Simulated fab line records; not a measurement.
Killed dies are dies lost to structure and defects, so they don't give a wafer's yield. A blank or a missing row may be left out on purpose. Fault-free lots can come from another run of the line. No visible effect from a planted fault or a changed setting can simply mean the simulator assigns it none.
Comparing a struck lot with a sound one    flow n5_finfet    41 steps out of a route of 1938
Sound: these wafers, L607.1, L607.3, L607.4. Struck: wafer L602.3. (L602.4 of the same lot was not struck and is left out.) The cause comes at the end.
Each step with rows lists, per side, the tool, then ch with its chambers, then its first start. Under that, the readings that differ: sound wafers    struck wafers    difference of the means    sigmas: that difference in standard deviations of wafers without a fault.
alike: readings with means less than 2 such deviations apart, plus words and numbers identical on both sides. not compared: withheld readings, readings lacking a value on some wafer, bounds such as >300 that could conceal the same value, and numbers that have no deviation in the record and whose values overlap.
The two part at a step that has a row with sigmas, a row that says differs or no value, or rows on one side only. When numbers do not overlap yet have no deviation, they are printed without sigmas and do not part them. A reading that every wafer of one side lacks parts them only if that side has two wafers or more.

first, 12 steps without rows for these wafers: N5_HKMG_FIN_STRIP_33 (strips in N2/H2); N5_HKMG_FIN_STRIP_34 (strips in CF4); N5_HKMG_FIN_ETCH_35 (etches SOC in N2/H2, target depth 215.8 nm, time 243.4 s); N5_HKMG_FIN_STRIP_92 (strips SOC in N2/H2, time 20 s); N5_HKMG_FIN_WET_ETCH_18 (etches TiN in SC1, time 55 s, target depth 5.2 nm, rinse time 30 s); N5_HKMG_FIN_STRIP_19 (strips in N2/H2, time 360 s); N5_HKMG_FIN_ALD_91 (deposits TiN, target thk 1 nm, pulse time 1 s, purge time 3 s); N5_HKMG_FIN_COAT_85 (time 60 s, resist thk 300 nm); N5_HKMG_FIN_ETCH_86 (etches SOC in N2/H2, stops on TiN, target depth 393.2 nm); N5_HKMG_FIN_STRIP_89 (strips SOC in N2/H2, time 20 s); N5_HKMG_FIN_WET_ETCH_87 (etches TiN in SC1, time 154.2 s, target depth 4.7 nm, rinse time 30 s); N5_HKMG_FIN_STRIP_88 (strips in N2/H2, time 360 s).
N5_HKMG_FIN_NWFM_ALD_20: deposits TiAlC, target thk 2 nm, pulse time 3 s, purge time 2 s.
  sound on ald_metal-01 ch 0,2,3, day 8 22:18; struck on ald_metal-03 ch 2, day 7 14:58
reading     sound  struck  difference  sigmas
ald_cycles  7 7 7  6       -1          
  alike: heater_power_w, precursor_pulse_height_rel
then, 26 steps without rows for these wafers: N5_HKMG_FIN_ALD_71 (deposits TiN, target thk 1 nm, pulse time 1 s, purge time 3 s); N5_HKMG_FIN_COAT_66 (time 60 s, resist thk 300 nm); N5_HKMG_FIN_ETCH_67 (etches SOC in N2/H2, stops on TiN, target depth 388.9 nm); N5_HKMG_FIN_STRIP_90 (strips SOC in N2/H2, time 20 s); N5_HKMG_FIN_WET_ETCH_73 (etches the open film in SC1, time 42.3 s, target depth 1.3 nm, rinse time 30 s); N5_HKMG_FIN_ETCHBACK_68 (etches the open film in Cl2/Ar, stops on HfO2, target depth 0.5 nm); N5_HKMG_FIN_STRIP_69 (strips in N2/H2, time 360 s); N5_HKMG_FIN_ALD_21 (deposits TiN, target thk 1.5 nm, pulse time 1 s, purge time 3 s); N5_HKMG_FIN_ALD_72 (deposits W, target thk 2 nm, pulse time 1 s, purge time 2 s); N5_HKMG_FIN_W_FILL_22 (material W, target thk 60 nm, time 18.2 s); N5_HKMG_FIN_PRECLEAN_83 (cleans in DIW, time 57.5 s); N5_HKMG_FIN_SRD_84 (dry time 32 s); N5_HKMG_FIN_CMP_23 (polishes, stops on SiNx, t overpolish 10 s, target thk 46.326 nm); N5_HKMG_FIN_CMP_94 (polishes, stops on SiNx, t overpolish 4.7 s, target thk 43.299 nm); N5_GATE_CUT_ETCHBACK_00 (etches W in SF6/Cl2); N5_GATE_CUT_ETCH_56 (etches TiN in Cl2/Ar, target depth 21.6 nm); N5_GATE_CUT_ETCHBACK_30 (etches TiN in Cl2/Ar, target depth 3 nm); N5_GATE_CUT_VAPOR_ETCH_60 (etches HfO2 in BCl3/Cl2); N5_GATE_CUT_ETCH_58 (etches SiNx in CH3F/O2, target depth 17 nm, time 128.6 s); N5_GATE_CUT_STRIP_59 (strips in N2/H2, time 20 s); N5_GATE_CUT_PRECLEAN_31 (cleans in DIW, time 300 s); N5_GATE_CUT_SRD_32 (time 30 s); N5_GATE_CUT_SAC_CAP_01 (material SiNx, target thk 24 nm, pulse time 1 s, ald cycles 480); N5_GATE_CUT_PECVD_57 (deposits SiNx from SiH4/NH3/N2, target thk 21 nm); N5_GATE_CUT_CMP_02 (polishes, stops on SiO2, t overpolish 12.7 s, target thk 0 nm); N5_GATE_CUT_HM_DEP_46 (deposits SiO2 from TEOS/O2, target thk 130 nm, time 26.6 s).
-- the record jumps here: 4 days lie between the struck wafers' starts before and after (it left off in module GATE_CUT and takes up again in module BEOL_M4, whose first step shown is number 1111 of the route) --
N5_BEOL_M4_RC_MEAS_101:
  sound on prober-02 ch 0, day 12 15:07; struck on prober-02 ch 0, day 11 09:58
reading              sound                      struck    difference  sigmas
IOFF_N (nA/um)       0.18 0.14 0.14             0.07      -0.08       -3
IOFF_N_85C (nA/um)   3.5 2.8 2.8                1.6       -1.4        -3
IOFF_N_LIN (nA/um)   0.082 0.067 0.069          0.032     -0.041      -3
IOFF_N_LONG (nA/um)  6.28e-05 6.2e-05 6.25e-05  3.49e-05  -2.75e-05   -11
ION_N (uA/um)        676 662 667                626       -42         -4
VT_N (mV)            247 249 248                271       +23         +7
VT_N_LONG (mV)       272.7 274.5 270.6          299.2     +26.6       +14
VT_N_LVT (mV)        99 102 101                 121       +20         +7
  alike: DIBL_N, DIBL_P, IOFF_P, ION_P, SS_N, SS_P, VT_P
-- a jump in the record: the struck wafers' starts before and after are 4 days apart (it breaks off in module BEOL_M4 and resumes in module PASSIVATION, where the first step shown is number 1936 of the route) --
N5_PASSIVATION_PROBE_49:
  struck on prober-02, day 15 15:29; sound on prober-01, day 17 02:43
reading               sound           struck  difference  sigmas
killed_at_M0_to_M3    19 33 18        45      +22         +2
sort_bin_8_speed (%)  0 0 0           28.73   +28.73      +99 or more
sort_n_pass           1096 1090 1100  729     -366        -22
sort_yield_pct (%)    92.9 92.4 93.2  61.8    -31.0       -22
  alike: defect_limited_yield, killed_at_M4_up, killed_at_contacts, killed_at_front_end, killed_at_other, killed_dies, killed_open, killed_short, sort_bin_4_leakage, sort_bin_5_function, sort_bin_6_memory

WHERE THEY PART
At N5_BEOL_M4_RC_MEAS_101 first; at N5_PASSIVATION_PROBE_49 last (within this record only).

WHY: the cause the simulator had injected
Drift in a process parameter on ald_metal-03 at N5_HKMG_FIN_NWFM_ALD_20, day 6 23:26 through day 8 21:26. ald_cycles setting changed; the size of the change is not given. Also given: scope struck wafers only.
